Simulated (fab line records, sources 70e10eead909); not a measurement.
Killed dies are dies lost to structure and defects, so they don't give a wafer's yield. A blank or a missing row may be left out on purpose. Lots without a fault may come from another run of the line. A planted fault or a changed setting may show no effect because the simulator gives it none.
Chamber matching | flow nand_harc | NHARC_P_ZERO_WELL_DESCUM_39 on rie_diel-08: 4 sister chambers
The step chemistry O2, time 3 s. 4 wafers are shown with their chamber, then 8 later ones without.

WAFERS WITH THEIR CHAMBER
wafer  | chamber | drypump_motor_current_A (A)
L081.1 | 3       | 6.2
L081.2 | 0       | 5.7
L081.3 | 2       | 5.6
L081.4 | 1       | 6.3

WAFERS WITHOUT THEIR CHAMBER
wafer  | drypump_motor_current_A (A)
L081.5 | 5.8
L081.6 | 6.2
L082.1 | 6.2
L082.2 | 6.3
L082.3 | 5.6
L082.4 | 5.7
L082.5 | 5.8
L082.6 | 6.2

WHICH CHAMBER EACH WENT THROUGH
wafer  | from the rows above | in truth
L081.5 | 0                   | 0
L081.6 | 3                   | 3
L082.1 | 3                   | 3
L082.2 | 1                   | 1
L082.3 | 2                   | 2
L082.4 | 0                   | 0
L082.5 | 0                   | 0
L082.6 | 3                   | 3
Placed correctly: 8 of 8. Can't be placed from these rows: 0. Placed wrongly: 0.
How it was worked out, from the rows above alone: a wafer's distance from a chamber is the root of the sum, over the readings, of the square of ((its reading less the chamber's mean) divided by the reading's scatter). The wafer belongs to the nearest chamber; if the next one is less than 2 further off, it can't be placed. A chamber's mean is the mean of its shown wafers. The scatter: with one shown wafer a chamber, the root of the mean of the squares of how far each hidden wafer lies from its nearest shown one.
